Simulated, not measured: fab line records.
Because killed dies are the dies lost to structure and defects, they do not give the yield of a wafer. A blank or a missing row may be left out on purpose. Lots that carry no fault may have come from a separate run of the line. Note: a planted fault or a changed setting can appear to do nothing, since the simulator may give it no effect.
fab line records	flow n5Finfet
record lots=9	wafers=27	lastDay=17
route steps=1938 shown BEOL_M0@749 BEOL_M1@751 BEOL_M4@1111 PASSIVATION@1936
lots untouched by any fault: they come from a run of this same line in which no faults occurred
startH: hours from the record's opening day to when the first of the lot's shown wafers began	waitH: time in hours since the lot's previous step	" repeats the value in the row above	L1.1+2: several wafers, shown together as one row	- no value, or no start given	* or withheld: withheld	< > ~ a bound
route shown NAME@n: names a module that has steps shown in the file, with the first one's number in the route	usual: the fault-free wafers' mean and standard deviation	same: alike in all rows	chamber/n: place in a boat	sites: per-site readings	_std_site: standard deviation of those values	_edge_site: mean of outer sites minus mean of inner sites	radiusMm: how far each site lies from the wafer's centre	mask NAME#n: copy n	behind: the tool/chamber that last shaped the wafer	hold: cause of the lot's hold/its duration in hours/its outcome	device: the n, p or np transistor that did not switch	end of line: the same wafers' tests at the end of the route	where a step has no rows: the recipe by itself	killed: dies that structure and defects cost at the first sort, which is not the same as the wafer's yield	map: shows each die of a wafer: x if killed, . if not, _ if none is there
set.NAME: the setting the step ran with; set.NAME@STEP: the setting that earlier step ran with	model.NAME: the simulator's own value behind a step, which no gauge read
a sample of lots followed through the steps of the route, with each step as a table and each wafer as a row
services: a tool's chamber out of use, with start hour (startH, from the record's first day; less than 0 if before it), hours out, and reason
## steps
# step N5_BEOL_M0_RS_MEAS_126
# recipe thkMeasGauge=four-point-probe	reads=Co_of_BEOL_M0_CO_CAP_123+Cu_of_BEOL_M0_ECD_118+Co_of_BEOL_M0_CVD_115+TaN_of_BEOL_M0_ALD_136
# usual M0_RS=0.532/0.023
lot.wafer	tool	chamber	startH	waitH	M0_RS[ohm/sq]
L646.3	filmMetro-02	-	126.86	0.1	0.515
L646.4	"	-	"	"	0.497
L646.6	"	-	"	"	0.507
L647.3	filmMetro-01	-	135.46	0.1	0.520
L647.4	"	-	"	"	0.530
L647.6	"	-	"	"	0.517
L649.1	filmMetro-02	-	150.96	0.0	0.555
L649.3	"	-	"	"	0.530
L649.5	"	-	"	"	0.545
L656.3	filmMetro-02	-	197.38	0.1	0.532
L656.5	"	-	"	"	0.478
L656.6	"	-	"	"	0.500
L657.2	filmMetro-01	-	199.58	0.1	0.520
L657.3	"	-	"	"	0.509
L657.5	"	-	"	"	0.546
L661.3	filmMetro-02	-	223.90	0.2	0.535
L661.4	"	-	"	"	0.542
L661.5	"	-	"	"	0.533
L662.1	filmMetro-02	-	225.59	0.1	0.533
L662.2	"	-	"	"	0.521
L662.5	"	-	"	"	0.524
L665.2	filmMetro-02	-	238.25	0.1	0.562
L665.4	"	-	"	"	0.579
L665.5	"	-	"	"	0.542
L668.1	filmMetro-02	-	257.96	0.0	0.548
L668.3	"	-	"	"	0.539
L668.6	"	-	"	"	0.528
# step N5_BEOL_M1_ILD_DEP_00
# recipe material=SiOC	targetThkA=790	tempC=350	precursor=DEMS/O2	pressureTorr=5	rfW=500	timeS=15.3
# usual heaterPowerW=475/64	rfFwdPowerW=493.4/2.1	showerheadPlenumPTorr=5.691/0.013	throttleValvePct=11.8/0.62
lot.wafer	tool	chamber	startH	waitH	heaterPowerW	rfFwdPowerW	showerheadPlenumPTorr	throttleValvePct
L646.3	pecvd-02	1	126.93	0.0	523	493.4	5.696	11.3
L646.4	"	0	"	"	584	496.0	5.669	11.6
L646.6	"	1	"	"	430	494.8	5.696	11.5
L647.3	pecvd-03	1	135.53	0.0	405	492.7	5.684	12.6
L647.4	"	1	"	"	423	492.3	5.701	12.8
L647.6	"	2	"	"	413	494.2	5.689	11.0
L649.1	pecvd-03	0	151.02	0.0	547	495.1	5.708	12.1
L649.3	"	1	"	"	404	493.3	5.684	12.8
L649.5	"	2	"	"	450	496.5	5.690	10.7
L656.3	pecvd-01	0	197.44	0.0	483	490.8	5.675	11.4
L656.5	"	2	"	"	447	495.3	5.678	12.4
L656.6	"	0	"	"	481	492.3	5.668	11.3
L657.2	pecvd-03	0	199.64	0.0	576	491.4	5.700	12.0
L657.3	"	2	"	"	356	493.7	5.687	11.1
L657.5	"	0	"	"	564	491.7	5.725	11.7
L661.3	pecvd-01	0	223.96	0.0	483	495.9	5.683	11.6
L661.4	"	1	"	"	468	493.2	5.688	12.1
L661.5	"	0	"	"	501	495.2	5.679	11.4
L662.1	pecvd-01	2	225.65	0.0	453	495.2	5.691	12.6
L662.2	"	0	"	"	436	492.9	5.670	11.7
L662.5	"	0	"	"	440	492.2	5.661	11.3
L665.2	pecvd-02	1	238.31	0.0	482	494.8	5.698	11.3
L665.4	"	2	"	"	527	490.4	5.681	11.2
L665.5	"	2	"	"	547	491.0	5.679	10.9
L668.1	pecvd-02	2	258.03	0.0	469	491.1	5.687	11.2
L668.3	"	0	"	"	591	495.4	5.671	11.7
L668.6	"	0	"	"	590	495.8	5.669	12.2
# step N5_BEOL_M1_EXPOSE_08
# recipe maskId=M1	na=0.33	sourceShape=dipole	sigmaInner=0.369	sigmaOuter=0.767	polarization=unpolarized	doseMj=33
# usual exposureDoseMJCm2=32.98/0.051
# same sigmaInner=0.369
lot.wafer	tool	chamber	startH	waitH	mask	exposureDoseMJCm2
L646.3	euvScanner-01	0	128.06	-	M1#0	32.99
L646.4	"	0	"	"	M1#0	32.92
L646.6	"	0	"	"	M1#0	33.00
L647.3	euvScanner-01	0	136.99	-	M1#0	32.94
L647.4	"	0	"	"	M1#0	32.92
L647.6	"	0	"	"	M1#0	32.94
L649.1	euvScanner-02	0	151.98	-	M1#0	32.94
L649.3	"	0	"	"	M1#0	33.01
L649.5	"	0	"	"	M1#0	32.94
L656.3	euvScanner-01	0	198.19	-	M1#0	31.53
L656.5	"	0	"	"	M1#0	31.52
L656.6	"	0	"	"	M1#0	31.55
L657.2	euvScanner-01	0	202.16	-	M1#0	32.12
L657.3	"	0	"	"	M1#0	32.09
L657.5	"	0	"	"	M1#0	32.11
L661.3	euvScanner-02	0	225.21	-	M1#0	33.02
L661.4	"	0	"	"	M1#0	33.06
L661.5	"	0	"	"	M1#0	33.04
L662.1	euvScanner-02	0	226.93	-	M1#0	33.08
L662.2	"	0	"	"	M1#0	33.06
L662.5	"	0	"	"	M1#0	33.02
L665.2	euvScanner-02	0	239.02	-	M1#0	33.04
L665.4	"	0	"	"	M1#0	33.02
L665.5	"	0	"	"	M1#0	33.01
L668.1	euvScanner-02	0	258.75	-	M1#0	32.96
L668.3	"	0	"	"	M1#0	33.01
L668.6	"	0	"	"	M1#0	32.94
# step N5_BEOL_M1_CD_MEAS_11
# recipe targetCdNm=17.05	landingEnergyEv=500	detector=seInlens	polarity=opening
# usual cdNm=17.00/0.23
lot.wafer	tool	chamber	startH	waitH	cdNm
L646.3	cdSem-02	0	128.17	-	17.28
L646.4	"	0	"	"	17.21
L646.6	"	0	"	"	16.79
L647.3	cdSem-02	0	137.11	-	17.05
L647.4	"	0	"	"	17.03
L647.6	"	0	"	"	17.18
L649.1	cdSem-01	0	152.11	-	16.93
L649.3	"	0	"	"	16.85
L649.5	"	0	"	"	16.80
L656.3	cdSem-03	0	198.31	-	15.79
L656.5	"	0	"	"	16.25
L656.6	"	0	"	"	16.52
L657.2	cdSem-03	0	202.29	-	16.72
L657.3	"	0	"	"	16.69
L657.5	"	0	"	"	16.51
L661.3	cdSem-01	0	225.33	-	16.59
L661.4	"	0	"	"	16.89
L661.5	"	0	"	"	17.11
L662.1	cdSem-01	0	227.06	-	17.34
L662.2	"	0	"	"	17.20
L662.5	"	0	"	"	17.50
L665.2	cdSem-02	0	239.14	-	16.87
L665.4	"	0	"	"	16.95
L665.5	"	0	"	"	17.32
L668.1	cdSem-03	0	258.88	-	16.98
L668.3	"	0	"	"	17.03
L668.6	"	0	"	"	17.36
# step N5_BEOL_M1_DESCUM_16
# recipe chemistry=O2	timeS=7	sourcePowerW=50	biasPowerW=20	pressureMtorr=20	rfFrequencyHz=2.712e+07	tempC=40	resist=CAR-EUV	o2FlowSccm=225
# usual drypumpMotorCurrentA=5.7/0.43	oesProductAu=0.79/0.083	rfFwdPowerW=49.39/0.21	rfVppV=243.2/1.1	showerheadPlenumPTorr=2.09/0.054	throttleValvePct=20.52/0.25
lot.wafer	tool	chamber	startH	waitH	drypumpMotorCurrentA	oesProductAu	rfFwdPowerW	rfHoursCounterH	rfVppV	showerheadPlenumPTorr	throttleValvePct
L646.3	rieDiel-05	0	128.29	0.0	5.0	0.81	49.38	111	244.2	2.09	20.70
L646.4	"	1	"	"	5.8	0.90	49.64	27	241.9	2.03	20.02
L646.6	"	3	"	"	5.8	0.76	49.26	-	244.8	2.16	20.64
L647.3	rieDiel-04	1	137.23	0.0	6.5	0.91	49.26	27	243.3	2.13	20.44
L647.4	"	3	"	"	5.4	0.95	49.41	15	243.1	2.16	20.31
L647.6	"	0	"	"	5.4	0.80	49.16	-	242.8	2.03	20.42
L649.1	rieDiel-05	0	152.23	0.0	5.0	0.81	49.08	117	243.7	2.09	20.70
L649.3	"	3	"	"	5.9	0.74	49.30	161	244.6	2.16	20.67
L649.5	"	0	"	"	5.0	0.80	49.22	-	243.3	2.09	20.72
L656.3	rieDiel-05	0	198.43	0.0	5.0	0.78	49.54	132	241.5	2.08	20.73
L656.5	"	0	"	"	5.0	0.79	49.49	-	245.4	2.08	20.71
L656.6	"	3	"	"	5.9	0.74	49.48	-	242.8	2.15	20.68
L657.2	rieDiel-04	0	202.41	0.0	5.4	0.77	49.47	136	242.8	2.02	20.47
L657.3	"	1	"	"	6.5	0.86	49.31	51	245.0	2.12	20.48
L657.5	"	0	"	"	5.4	0.76	49.36	-	241.4	2.02	20.45
L661.3	rieDiel-02	0	225.45	0.0	6.1	0.67	49.26	273	243.0	2.14	20.78
L661.4	"	3	"	"	5.7	0.67	49.27	-	242.1	2.06	20.87
L661.5	"	2	"	"	6.0	0.73	49.07	-	243.1	2.09	20.81
L662.1	rieDiel-04	1	227.18	0.0	6.5	0.85	49.48	58	244.0	2.12	20.49
L662.2	"	3	"	"	5.4	0.89	49.53	45	242.4	2.15	20.37
L662.5	"	3	"	"	5.4	0.88	49.03	-	243.2	2.15	20.38
L665.2	rieDiel-02	3	239.27	0.0	5.7	0.66	49.81	262	242.7	2.06	20.89
L665.4	"	2	"	"	6.0	0.72	49.21	-	243.5	2.09	20.79
L665.5	"	3	"	"	5.7	0.66	49.50	-	242.1	2.06	20.87
L668.1	rieDiel-05	2	259.01	0.0	5.9	0.78	49.35	125	242.1	2.11	20.54
L668.3	"	0	"	"	5.0	0.77	49.40	151	241.3	2.08	20.75
L668.6	"	1	"	"	5.8	0.82	49.86	-	242.5	2.02	20.08
# step N5_BEOL_M4_RC_MEAS_101
# usual DIBL_N=37.2/1.8	DIBL_P=37.5/2.5	IOFF_N=0.17/0.038	IOFF_P=0.24/0.046	ION_N=681/13	ION_P=469/8.5	SS_N=71.7/0.6	SS_P=73.6/0.69	VT_N=249/3.4	VT_P=-248/3.6
lot.wafer	tool	chamber	startH	waitH	DIBL_N[mV/V]	DIBL_P[mV/V]	IOFF_N[nA/um]	IOFF_P[nA/um]	ION_N[uA/um]	ION_P[uA/um]	SS_N[mV/dec]	SS_P[mV/dec]	VT_N[mV]	VT_P[mV]
L646.3	prober-02	0	167.15	0.3	34.2	33.7	0.12	0.18	651	450	70.9	72.6	255	-254
L646.4	"	0	"	"	35.2	34.3	0.14	0.20	661	456	71.7	73.1	253	-250
L646.6	"	0	"	"	36.5	36.2	0.16	0.23	690	474	71.4	73.9	248	-247
L647.3	prober-01	0	187.03	0.3	36.3	38.2	0.15	0.24	671	469	72.0	74.3	252	-246
L647.4	"	0	"	"	38.8	41.6	0.20	0.31	689	476	72.7	73.8	247	-241
L647.6	"	0	"	"	39.1	42.1	0.21	0.31	699	483	73.4	75.4	247	-244
L649.1	prober-02	0	189.52	0.0	36.7	36.6	0.16	0.24	676	470	72.1	73.6	251	-246
L649.3	"	0	"	"	37.9	37.4	0.17	0.26	683	478	71.4	73.4	247	-243
L649.5	"	0	"	"	40.3	40.6	0.22	0.33	685	479	73.2	75.0	244	-242
L656.3	prober-01	0	238.16	0.3	36.3	34.9	0.15	0.21	694	473	72.3	73.5	253	-247
L656.5	"	0	"	"	35.6	34.9	0.14	0.22	679	478	71.7	73.8	251	-248
L656.6	"	0	"	"	37.5	35.4	0.16	0.22	670	464	71.5	73.5	248	-249
L657.2	prober-02	0	238.47	0.5	39.4	40.3	0.22	0.27	695	469	72.3	74.3	248	-247
L657.3	"	0	"	"	38.4	38.3	0.18	0.24	674	462	72.2	73.6	249	-249
L657.5	"	0	"	"	37.4	37.8	0.16	0.22	673	463	71.8	73.6	251	-248
L661.3	prober-01	0	263.94	0.3	39.6	38.1	0.23	0.28	691	468	72.4	74.5	246	-244
L661.4	"	0	"	"	39.2	38.2	0.21	0.29	678	469	71.8	74.0	247	-242
L661.5	"	0	"	"	38.8	37.7	0.21	0.29	691	474	71.3	74.2	245	-243
L662.1	prober-01	0	269.45	0.0	34.8	36.4	0.14	0.19	661	455	71.1	73.7	252	-253
L662.2	"	0	"	"	34.9	35.9	0.14	0.19	652	452	71.2	73.2	251	-251
L662.5	"	0	"	"	36.9	38.6	0.18	0.25	671	465	71.7	73.7	250	-248
L665.2	prober-01	0	291.34	0.2	36.4	38.0	0.17	0.22	691	475	71.8	73.3	250	-250
L665.4	"	0	"	"	36.6	38.8	0.17	0.24	678	468	71.1	73.9	249	-247
L665.5	"	0	"	"	33.9	35.6	0.13	0.19	674	468	70.4	72.5	254	-249
L668.1	prober-02	0	298.39	0.0	36.8	36.5	0.16	0.23	674	467	72.0	72.8	250	-247
L668.3	"	0	"	"	37.9	38.9	0.18	0.25	683	465	71.8	73.7	247	-248
L668.6	"	0	"	"	37.2	37.1	0.15	0.23	671	462	72.8	73.4	253	-248
# step N5_PASSIVATION_PROBE_49
# usual defectLimitedYield=91.2/1.4	killed_at_M0_to_M3=32/10	killed_at_M4_up=14/6.2	killedAtContacts=12/6.3	killedAtFrontEnd=42/13	killedAtOther=4/3.4	killedDies=104/17	killedOpen=67/12	killedShort=34/8.1	sort_bin_5_function=5.2/0.93	sort_bin_6_memory=3.2/0.65	sortNPass=1075/16	sortYieldPct=91.1/1.4
# same grossDies=1180	killedAtBackSide=0	sort_bin_4_leakage[%]=0	sort_bin_8_speed[%]=0
lot.wafer	tool	chamber	startH	waitH	defectLimitedYield[%]	killed_at_M0_to_M3	killed_at_M4_up	killedAtContacts	killedAtFrontEnd	killedAtOther	killedDies	killedOpen	killedShort	sort_bin_5_function[%]	sort_bin_6_memory[%]	sortNPass	sortYieldPct[%]
L646.3	prober-01	-	266.53	0.1	88.6	45	20	20	45	5	135	88	44	6.2	4.7	1045	88.6
L646.4	prober-01	-	266.58	0.2	92.7	22	21	12	31	0	86	54	31	4.3	2.7	1094	92.7
L646.6	prober-01	-	266.68	0.3	89.7	35	21	20	40	6	122	82	40	5.9	4.0	1058	89.7
L647.3	prober-01	-	288.44	0.2	91.2	20	13	9	56	6	104	69	26	4.7	3.2	1076	91.2
L647.4	prober-01	-	288.49	0.2	92.3	20	7	12	49	3	91	57	34	3.6	3.7	1089	92.3
L647.6	prober-01	-	288.59	0.3	93.2	21	10	13	35	1	80	58	22	4.2	2.3	1100	93.2
L649.1	prober-02	-	292.77	0.0	89.0	35	15	37	41	2	130	84	42	6.2	4.2	1050	89.0
L649.3	prober-02	-	292.87	0.1	89.8	59	17	18	22	4	120	74	45	6.2	3.6	1060	89.8
L649.5	prober-02	-	292.97	0.2	90.6	47	15	19	29	1	111	71	38	4.5	4.7	1069	90.6
L656.3	prober-02	-	345.83	0.1	87.0	68	11	16	53	5	153	87	27	8.0	4.4	1027	87.0
L656.5	prober-02	-	345.93	0.2	89.2	73	15	11	26	2	127	56	24	5.8	4.4	1053	89.2
L656.6	prober-02	-	345.98	0.3	87.6	77	11	23	31	4	146	60	42	7.2	4.6	1034	87.6
L657.2	prober-01	-	349.50	0.1	89.6	38	11	10	58	6	123	70	42	6.3	3.6	1057	89.6
L657.3	prober-01	-	349.55	0.1	86.9	41	18	13	72	10	154	88	44	7.5	4.8	1026	86.9
L657.5	prober-01	-	349.65	0.2	87.9	50	16	17	57	3	143	80	49	6.4	5.2	1037	87.9
L662.1	prober-01	-	367.54	0.0	92.5	22	27	12	24	4	89	61	28	4.7	2.6	1091	92.5
L662.2	prober-01	-	367.59	0.1	93.6	16	11	8	40	1	76	45	30	3.6	2.5	1104	93.6
L662.5	prober-01	-	367.74	0.2	91.3	32	11	8	48	4	103	69	34	4.8	3.4	1077	91.3
L661.3	prober-02	-	372.11	0.1	90.8	19	10	16	61	2	108	71	37	5.1	3.6	1072	90.8
L661.4	prober-02	-	372.16	0.2	90.7	48	13	11	35	3	110	71	38	5.1	3.9	1070	90.7
L661.5	prober-02	-	372.21	0.2	91.0	31	18	14	33	10	106	77	27	4.6	4.0	1074	91.0
L665.2	prober-01	-	400.40	0.1	92.4	26	8	12	38	6	90	55	32	4.0	3.4	1090	92.4
L665.4	prober-01	-	400.50	0.2	92.2	21	9	8	53	1	92	44	36	4.2	2.9	1088	92.2
L665.5	prober-01	-	400.55	0.2	92.6	20	8	6	52	1	87	45	37	4.6	1.8	1093	92.6
L668.1	prober-02	-	402.33	0.0	92.7	26	9	6	33	12	86	60	26	4.5	2.5	1094	92.7
L668.3	prober-02	-	402.43	0.1	93.2	23	10	6	32	9	80	61	19	4.2	2.5	1100	93.2
L668.6	prober-02	-	402.58	0.3	91.4	28	5	1	51	17	102	56	43	4.7	3.4	1078	91.4
# killed by level:class
L646.3 MOL_CONTACT_COAG:geometricParticle:open=16 STI_FIN_REVEAL:geometricParticle:open=16 BEOL_M0_SAQP:geometricParticle:short=10 BEOL_M0_SAQP:geometricParticle:open=8 BEOL_M2:geometricParticle:open=8 BEOL_M4:geometricParticle:open=7 FIN_SAQP:geometricParticle:short=6 STI_FIN_REVEAL:geometricParticle:short=6
L646.4 MOL_CONTACT_COAG:geometricParticle:open=11 FIN_SAQP:geometricParticle:short=9 BEOL_M1:geometricParticle:open=7 BEOL_M4:geometricParticle:open=7 FIN_SAQP:geometricParticle:open=6 STI_FIN_REVEAL:geometricParticle:open=4 BEOL_M0_SAQP:geometricParticle:short=4 BEOL_M6:geometricParticle:open=4
L646.6 STI_FIN_REVEAL:geometricParticle:open=16 MOL_CONTACT_COAG:geometricParticle:open=14 BEOL_M4:geometricParticle:open=14 BEOL_M0_SAQP:geometricParticle:open=11 BEOL_M0_SAQP:geometricParticle:short=9 BEOL_M1:geometricParticle:open=7 MOL_CONTACT_COAG:geometricParticle:short=6 GATE_CUT:geometricParticle:short=4
L647.3 FIN_SAQP:geometricParticle:open=11 STI_FIN_REVEAL:geometricParticle:open=10 DUMMY_GATE:geometricParticle:open=8 MOL_CONTACT_COAG:geometricParticle:open=8 BEOL_M4:geometricParticle:open=7 HKMG_FIN:areaEtch=7 FIN_SAQP:geometricParticle:short=5 BEOL_M3:geometricParticle:open=5
L647.4 STI_FIN_REVEAL:geometricParticle:open=10 MOL_CONTACT_COAG:geometricParticle:open=9 FIN_SAQP:geometricParticle:open=8 FIN_SAQP:geometricParticle:short=7 BEOL_M0:geometricParticle:open=7 STI_FIN_REVEAL:geometricParticle:short=5 GATE_CUT:geometricParticle:short=4 DUMMY_GATE:geometricParticle:open=3
L647.6 FIN_SAQP:geometricParticle:open=13 MOL_CONTACT_COAG:geometricParticle:open=12 STI_FIN_REVEAL:geometricParticle:open=5 BEOL_M3:geometricParticle:open=5 BEOL_M1:geometricParticle:open=4 BEOL_M2:geometricParticle:open=4 FIN_SAQP:geometricParticle:short=3 GATE_CUT:geometricParticle:short=3
L649.1 MOL_CONTACT_COAG:geometricParticle:open=30 BEOL_M0_SAQP:geometricParticle:short=12 FIN_SAQP:geometricParticle:short=10 FIN_SAQP:geometricParticle:open=7 MOL_CONTACT_COAG:geometricParticle:short=7 BEOL_M0_SAQP:geometricParticle:open=6 BEOL_M3:geometricParticle:open=6 STI_FIN_REVEAL:geometricParticle:open=5
L649.3 BEOL_M0_SAQP:geometricParticle:short=20 BEOL_M0_SAQP:geometricParticle:open=16 MOL_CONTACT_COAG:geometricParticle:open=15 FIN_SAQP:geometricParticle:short=10 BEOL_M1:geometricParticle:open=7 BEOL_M3:geometricParticle:open=7 BEOL_M2:geometricParticle:open=5 BEOL_M4:geometricParticle:short=5
L649.5 BEOL_M0_SAQP:geometricParticle:open=18 MOL_CONTACT_COAG:geometricParticle:open=13 FIN_SAQP:geometricParticle:short=12 BEOL_M0_SAQP:geometricParticle:short=9 BEOL_M3:geometricParticle:open=8 BEOL_M4:geometricParticle:open=7 MOL_CONTACT_COAG:geometricParticle:short=6 BEOL_M2:geometricParticle:open=5
L656.3 BEOL_M1:areaExpose=39 STI_FIN_REVEAL:geometricParticle:open=22 MOL_CONTACT_COAG:geometricParticle:open=14 BEOL_M2:geometricParticle:open=12 BEOL_M0_SAQP:geometricParticle:open=7 BEOL_M4:geometricParticle:open=6 STI_FIN_REVEAL:geometricParticle:short=5 STARTING-WAFER:geometricParticle:open=5
L656.5 BEOL_M1:areaExpose=46 MOL_CONTACT_COAG:geometricParticle:open=9 BEOL_M4:geometricParticle:open=9 FIN_SAQP:geometricParticle:open=8 BEOL_M0_SAQP:geometricParticle:short=6 FIN_SAQP:geometricParticle:short=4 GATE_CUT:geometricParticle:short=4 BEOL_M0_SAQP:geometricParticle:open=4
L656.6 BEOL_M1:areaExpose=43 BEOL_M3:geometricParticle:open=15 MOL_CONTACT_COAG:geometricParticle:open=14 BEOL_M0_SAQP:geometricParticle:short=9 STI_FIN_REVEAL:geometricParticle:open=8 MOL_CONTACT_COAG:geometricParticle:short=8 FIN_SAQP:geometricParticle:short=6 FIN_SAQP:geometricParticle:open=4
L657.2 FIN_SAQP:geometricParticle:open=23 FIN_SAQP:geometricParticle:short=11 BEOL_M1:areaExpose=9 MOL_CONTACT_COAG:geometricParticle:open=7 BEOL_M0_SAQP:geometricParticle:short=7 BEOL_M0_SAQP:geometricParticle:open=6 STI_FIN_REVEAL:geometricParticle:open=6 BEOL_M1:geometricParticle:open=5
L657.3 STI_FIN_REVEAL:geometricParticle:open=17 FIN_SAQP:geometricParticle:short=16 MOL_CONTACT_COAG:geometricParticle:open=11 BEOL_M1:areaExpose=11 FIN_SAQP:geometricParticle:open=9 BEOL_M3:geometricParticle:open=9 GATE_CUT:geometricParticle:short=6 BEOL_M0:geometricParticle:open=6
L657.5 STI_FIN_REVEAL:geometricParticle:open=11 FIN_SAQP:geometricParticle:open=10 MOL_CONTACT_COAG:geometricParticle:open=10 BEOL_M0_SAQP:geometricParticle:short=9 BEOL_M0_SAQP:geometricParticle:open=9 BEOL_M1:geometricParticle:open=9 BEOL_M4:geometricParticle:open=9 STI_FIN_REVEAL:geometricParticle:short=7
L662.1 MOL_CONTACT_COAG:geometricParticle:open=7 BEOL_M4:geometricParticle:open=7 BEOL_M6:geometricParticle:open=6 MOL_CONTACT_COAG:geometricParticle:short=5 BEOL_M0_SAQP:geometricParticle:open=5 BEOL_M0_SAQP:geometricParticle:short=5 BEOL_M2:geometricParticle:open=5 BEOL_M5:geometricParticle:open=5
L662.2 FIN_SAQP:geometricParticle:open=11 FIN_SAQP:geometricParticle:short=7 MOL_CONTACT_COAG:geometricParticle:open=7 BEOL_M0_SAQP:geometricParticle:short=4 BEOL_M0_SAQP:geometricParticle:open=4 BEOL_M4:geometricParticle:open=4 STARTING-WAFER:geometricParticle:short=4 GATE_CUT:geometricParticle:open=3
L662.5 FIN_SAQP:geometricParticle:open=13 STI_FIN_REVEAL:geometricParticle:open=9 BEOL_M3:geometricParticle:open=8 MOL_CONTACT_COAG:geometricParticle:open=7 BEOL_M0_SAQP:geometricParticle:short=5 BEOL_M0_SAQP:geometricParticle:open=5 FIN_SAQP:geometricParticle:short=4 GATE_CUT:geometricParticle:short=4
L661.3 FIN_SAQP:geometricParticle:open=15 FIN_SAQP:geometricParticle:short=14 MOL_CONTACT_COAG:geometricParticle:open=13 STI_FIN_REVEAL:geometricParticle:open=8 BEOL_M3:geometricParticle:open=7 BEOL_M0_SAQP:geometricParticle:open=5 DUMMY_GATE:geometricParticle:open=5 BEOL_M5:geometricParticle:open=4
L661.4 BEOL_M0_SAQP:geometricParticle:short=11 BEOL_M3:geometricParticle:open=11 MOL_CONTACT_COAG:geometricParticle:open=9 FIN_SAQP:geometricParticle:open=8 STI_FIN_REVEAL:geometricParticle:open=6 BEOL_M0:geometricParticle:open=6 DUMMY_GATE:geometricParticle:open=4 BEOL_M0_SAQP:geometricParticle:open=4
L661.5 BEOL_M3:geometricParticle:open=14 MOL_CONTACT_COAG:geometricParticle:open=12 STI_FIN_REVEAL:geometricParticle:open=10 DUMMY_GATE:geometricParticle:open=8 BEOL_M4:geometricParticle:open=5 BEOL_M7:geometricParticle:open=5 BEOL_M0_SAQP:geometricParticle:open=4 FIN_SAQP:geometricParticle:open=3
L665.2 BEOL_M3:geometricParticle:open=11 FIN_SAQP:geometricParticle:short=9 FIN_SAQP:geometricParticle:open=8 MOL_CONTACT_COAG:geometricParticle:open=7 DUMMY_GATE:geometricParticle:open=5 BEOL_M1:geometricParticle:open=5 BEOL_M4:geometricParticle:open=5 GATE_CUT:geometricParticle:short=4
L665.4 FIN_SAQP:geometricParticle:open=10 FIN_SAQP:geometricParticle:short=8 GATE_CUT:geometricParticle:short=7 ILD0:geometricParticle:short=6 BEOL_M3:geometricParticle:open=6 HKMG_FIN:areaEtch=6 STI_FIN_REVEAL:geometricParticle:open=5 MOL_CONTACT_COAG:geometricParticle:open=5
L665.5 FIN_SAQP:geometricParticle:short=13 FIN_SAQP:geometricParticle:open=10 DUMMY_GATE:geometricParticle:open=7 MOL_CONTACT_COAG:geometricParticle:open=5 FIN_CUT:geometricParticle:short=4 BEOL_M3:geometricParticle:open=4 BEOL_M0_SAQP:geometricParticle:short=4 BEOL_M2:geometricParticle:open=4
L668.1 STI_FIN_REVEAL:geometricParticle:open=11 BEOL_M4:geometricParticle:open=7 FIN_SAQP:geometricParticle:short=6 BEOL_M2:geometricParticle:open=6 BEOL_M0_SAQP:geometricParticle:open=5 BEOL_M1:geometricParticle:open=5 BEOL_M0:geometricParticle:open=4 FIN_SAQP:geometricParticle:open=3
L668.3 BEOL_M0_SAQP:geometricParticle:open=7 BEOL_M1:geometricParticle:open=7 STI_FIN_REVEAL:geometricParticle:open=6 MOL_CONTACT_COAG:geometricParticle:open=6 FIN_SAQP:geometricParticle:open=5 GATE_CUT:geometricParticle:short=5 DUMMY_GATE:geometricParticle:open=4 GATE_CUT:geometricParticle:open=4
L668.6 FIN_SAQP:geometricParticle:open=11 BEOL_M0_SAQP:geometricParticle:short=11 BEOL_M0_SAQP:geometricParticle:open=11 PAD_METAL:geometricParticle:short=10 FIN_SAQP:geometricParticle:short=9 DUMMY_GATE:geometricParticle:open=6 STI_FIN_REVEAL:geometricParticle:open=5 STARTING-WAFER:geometricParticle:open=5
## services
tool	chamber	startH	hours	kind
euvScanner-01	-	104.80	0.5	repair
pecvd-01	-	118.40	14.6	pm
pecvd-02	-	128.17	0.6	repair
euvScanner-02	-	128.44	1.0	pm
euvScanner-02	-	137.45	4.6	pm
euvScanner-01	-	142.05	1.0	pm
pecvd-03	0	143.75	5.5	scheduledDown
rieDiel-04	2	157.48	-	clean
pecvd-02	-	182.29	0.3	repair
euvScanner-02	-	184.59	1.0	pm
euvScanner-01	-	185.66	1.2	repair
rieDiel-05	1	190.32	5.2	repair
euvScanner-02	0	191.09	-	calibration
pecvd-01	-	192.68	0.7	repair
euvScanner-01	-	197.07	1.0	pm
pecvd-02	0	198.37	58.3	repair
pecvd-03	-	218.46	1.1	repair
euvScanner-01	0	233.09	-	calibration
rieDiel-05	2	233.75	3.4	repair
euvScanner-01	-	234.10	0.9	repair
euvScanner-01	-	240.38	4.6	pm
euvScanner-02	-	245.00	1.0	pm
euvScanner-01	-	253.22	1.0	pm
rieDiel-02	-	256.05	0.7	repair
## key
firstSign step=N5_BEOL_M1_EXPOSE_08	reading=exposureDoseMJCm2	direction=down	sigmas=23	usual=32.98	struck=31.82
effect step=N5_BEOL_M1_CD_MEAS_11	reading=cdNm	direction=down	sigmas=2.6	usual=17.00	struck=16.41	through=controlLoop
effect step=N5_PASSIVATION_PROBE_49	reading=killed_at_M0_to_M3	direction=up	sigmas=2.5	usual=32	struck=58	wafersMoved=3
moreKillsBornAt N5_BEOL_M1_EXPOSE_08@euvScanner-01=154
metAt N5_BEOL_M1_EXPOSE_08
struckLots L656,L657
loopTrim step=N5_BEOL_M1_EXPOSE_08	setting=dose	lots=L657
notActingAt N5_BEOL_M0_RS_MEAS_126,N5_BEOL_M1_ILD_DEP_00,N5_BEOL_M1_DESCUM_16
onsetBetween 136.99 198.19
fault kind=processParameterDrift	tool=euvScanner-01	chamber=-	onsetH=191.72	steps=N5_BEOL_M1_EXPOSE_08	channel=doseMj	offset=-1.3641	shape=step	actsIn=theseRecipesOnly	stated=33
# loopTrim: a control loop set the setting to another value than it would have without faults
